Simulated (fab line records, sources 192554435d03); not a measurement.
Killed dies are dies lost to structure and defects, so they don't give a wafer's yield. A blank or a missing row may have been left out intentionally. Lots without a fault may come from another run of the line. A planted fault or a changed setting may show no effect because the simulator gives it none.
Chamber matching + flow n5 finfet + 4 sister chambers for N5_GATE_CUT_SAC_CAP_01 on ald sin-01
The step material SiNx, target thk 24 nm, pulse time 1 s, ald cycles 480. 8 wafers are shown with their chamber, then 12 later ones without.

## EACH WAFER AND ITS CHAMBER
| wafer  | chamber | heater power w (W) | precursor pulse height rel |
|--------|---------|--------------------|----------------------------|
| L079.4 | 2       | 709                | 0.991                      |
| L079.6 | 0       | 1051               | 1.007                      |
| L081.2 | 3       | 805                | 0.975                      |
| L081.4 | 1       | 872                | 0.982                      |
| L081.5 | 0       | 1068               | 0.979                      |
| L082.3 | 2       | 690                | 0.996                      |
| L082.4 | 3       | 773                | 0.985                      |
| L082.5 | 1       | 885                | 0.980                      |

## WAFERS MISSING THEIR CHAMBER
| wafer  | heater power w (W) | precursor pulse height rel |
|--------|--------------------|----------------------------|
| L089.2 | 696                | 1.012                      |
| L089.5 | 1050               | 0.996                      |
| L089.6 | 797                | 0.999                      |
| L090.1 | 1048               | 0.985                      |
| L090.2 | 888                | 0.983                      |
| L090.3 | 832                | 1.001                      |
| L094.2 | 801                | 0.992                      |
| L094.3 | 853                | 1.011                      |
| L094.5 | 869                | 0.952                      |
| L097.1 | 704                | 0.970                      |
| L097.2 | 778                | 0.998                      |
| L097.4 | 867                | 1.008                      |

## WHICH CHAMBER EACH ONE RAN IN
| wafer  | from the rows above     | in truth |
|--------|-------------------------|----------|
| L089.2 | 2                       | 2        |
| L089.5 | 0                       | 0        |
| L089.6 | 3                       | 3        |
| L090.1 | 0                       | 0        |
| L090.2 | 1                       | 1        |
| L090.3 | can't be placed: 3 or 1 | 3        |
| L094.2 | 3                       | 3        |
| L094.3 | can't be placed: 1 or 3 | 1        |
| L094.5 | 1                       | 1        |
| L097.1 | 2                       | 2        |
| L097.2 | 3                       | 3        |
| L097.4 | 1                       | 1        |
Correctly placed: 10 of 12. Can't be placed from these rows: 2 (the true chamber is among the candidates in 2). Number placed wrongly: 0.
How it was worked out, from the rows above alone: a wafer's distance from a chamber is the root of the sum, over the readings, of the square of ((its reading less the chamber's mean) divided by the reading's scatter). The wafer belongs to the nearest chamber; if the next one is less than 2 further off, it can't be placed. Each chamber's mean is taken over the wafers shown for it. The scatter: take each reading less its chamber's mean, square it, sum over the shown wafers, divide by the number of wafers less the number of chambers, and take the root.
